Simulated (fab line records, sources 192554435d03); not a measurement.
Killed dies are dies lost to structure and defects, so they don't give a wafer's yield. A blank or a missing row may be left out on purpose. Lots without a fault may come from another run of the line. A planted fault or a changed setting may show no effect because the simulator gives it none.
A struck lot beside a sound one | flow n5_finfet | 38 steps out of a route of 1938
Sound: wafers L532.2, L532.4, L532.6. Struck: wafers L530.3, L530.4, L530.6. The cause comes at the end.
At each step with rows: each side's tool, then ch and its chambers, then its first start. Under that, the readings that differ: sound wafers | struck wafers | difference of the means | sigmas: that difference in standard deviations of wafers without a fault.
alike: readings whose means differ by less than 2 such deviations, and words and numbers that are the same on both sides. not compared: withheld readings, readings that some wafer has no value for, bounds like >300 that may hide the same value, and numbers for which the record gives no deviation and whose values overlap.
The two part at a step that has a row with sigmas, a row that says differs or no value, or rows on one side only. Numbers that don't overlap but have no deviation are shown without sigmas and don't part them. A reading that every wafer of one side lacks parts them only if that side has two wafers or more.

first, 9 steps without rows for these wafers: N5_BEOL_M4_ANNEAL_95 (time 240 s); N5_BEOL_M4_SPUTTER_96 (material Cu, target thk 4.5 nm, time 8.29 s); N5_BEOL_M4_ECD_50 (material Cu, target thk 300 nm); N5_BEOL_M4_ANNEAL_51 (time 90 s); N5_BEOL_M4_CMP_52 (polishes, stops on SiOC, t overpolish 6.8 s, target thk 40 nm); N5_BEOL_M4_PRE_CLEAN_60 (time 15 s); N5_BEOL_M4_CO_CAP_55 (material Co, precursor CCTBA/H2, target thk 2 nm, time 102.1 s); N5_BEOL_M4_PRE_CLEAN_56 (time 15 s); N5_BEOL_M4_DEP_57 (deposits SiCN from 3MS/NH3, target thk 8 nm, time 14 s).
N5_BEOL_M4_RC_MEAS_101:
  sound on prober-02 ch 0, day 14 06:37; struck on prober-02 ch 0, day 14 00:41
  alike: DIBL_N, DIBL_P, IOFF_N, IOFF_P, ION_N, ION_P, SS_N, SS_P, VT_N, VT_P
then, 24 steps without rows for these wafers: N5_BEOL_M5_ILD_DEP_00 (deposits SiCOH lowk from DEMS/porogen, target thk 140.64 nm, time 25.9 s); N5_BEOL_M5_CURE_79 (cures SiCOH lowk, time 240 s); N5_BEOL_M5_PECVD_70 (deposits SiO2 from TEOS/O2, target thk 16 nm, time 18 s); N5_BEOL_M5_HM_DEP_02 (deposits TiN, target thk 20 nm); N5_BEOL_M5_COAT_59 (time 60 s, resist thk 60 nm); N5_BEOL_M5_COAT_60 (time 60 s, resist thk 12 nm); N5_BEOL_M5_COAT_71 (time 60 s, resist thk 5 nm); N5_BEOL_M5_COAT_05 (resist thk 30 nm); N5_BEOL_M5_EBR_07; N5_BEOL_M5_SOFTBAKE_06 (time 60 s); N5_BEOL_M5_EXPOSE_08 (exposes mask M5, target cd 28 nm); N5_BEOL_M5_PEB_09 (peb time 60 s); N5_BEOL_M5_DEVELOP_10 (develop time 30 s); N5_BEOL_M5_DESCUM_16 (chemistry O2, time 7 s); N5_BEOL_M5_ETCH_72 (etches underlayer in N2/H2, target depth 6.5 nm, time 5.2 s); N5_BEOL_M5_ETCH_61 (etches SiARC in CF4, target depth 15.6 nm, time 26 s); N5_BEOL_M5_ETCH_62 (etches SOC in N2/H2, target depth 75 nm, overetch 15 nm, time 112.5 s); N5_BEOL_M5_STRIP_63 (strips in N2/H2); N5_BEOL_M5_STRIP_73 (strips in N2/H2); N5_BEOL_M5_STRIP_64 (strips in CF4); N5_BEOL_M5_HM_OPEN_17 (chemistry Cl2/BCl3, target TiN, target depth 20 nm, overetch 6 nm); N5_BEOL_M5_STRIP_19 (strips in O2); N5_BEOL_M5_COAT_65 (time 60 s, resist thk 60 nm); N5_BEOL_M5_COAT_66 (time 60 s, resist thk 12 nm).
-- the record jumps here: 4 days lie between the struck wafers' starts before and after (it left off in module BEOL_M5 and takes up again in module PASSIVATION, whose first step shown is number 1910 of the route) --
N5_PASSIVATION_AL_DEP_21: deposits Al, target thk 2800 nm, time 170 s.
  sound on pvd_sputter-01, day 18 17:58; struck on pvd_sputter-03, day 18 05:17
  reading                                       | sound          | struck         | difference | sigmas
  model.Al_of_PASSIVATION_AL_DEP_21.thk_nm (nm) | 2810 2810 2802 | 3859 3837 3809 | +1028      |
  alike: substrate_temp_c, throttle_valve_pct
N5_PASSIVATION_ETCH_59: etches TaN in Cl2/BCl3, target depth 65 nm, time 34.9 s.
  sound on rie_metal-01 ch 0,1, day 18 19:08; struck on rie_metal-02 ch 0,1, day 18 06:29
  reading                | sound          | struck         | difference | sigmas
  oes_product_au (a.u.)  | 0.74 0.92 0.73 | 0.19 0.22 0.22 | -0.59      | -10
  throttle_valve_pct (%) | 20.9 21.6 20.9 | 22.5 22.3 22.3 | +1.2       | +4
  alike: drypump_motor_current_A
  not compared: rf_hours_counter_h
N5_PASSIVATION_STRIP_52: strips in post etch residue remover, time 1200 s.
  sound on wet_bench-06 ch 0,5,6, day 18 21:03; struck on wet_bench-01 ch 0,3,4, day 18 08:35
  reading                                       | sound          | struck         | difference | sigmas
  model.Al_of_PASSIVATION_AL_DEP_21.thk_nm (nm) | 2795 2794 2786 | 3843 3822 3794 | +1028      |
N5_PASSIVATION_PROBE_49:
  the record has rows for the struck wafers here (prober-01, day 18 11:06) and none for the sound ones

WHERE THEY PART
First at N5_PASSIVATION_ETCH_59; last, within this record, at N5_PASSIVATION_PROBE_49.

WHY: what the simulator had put in
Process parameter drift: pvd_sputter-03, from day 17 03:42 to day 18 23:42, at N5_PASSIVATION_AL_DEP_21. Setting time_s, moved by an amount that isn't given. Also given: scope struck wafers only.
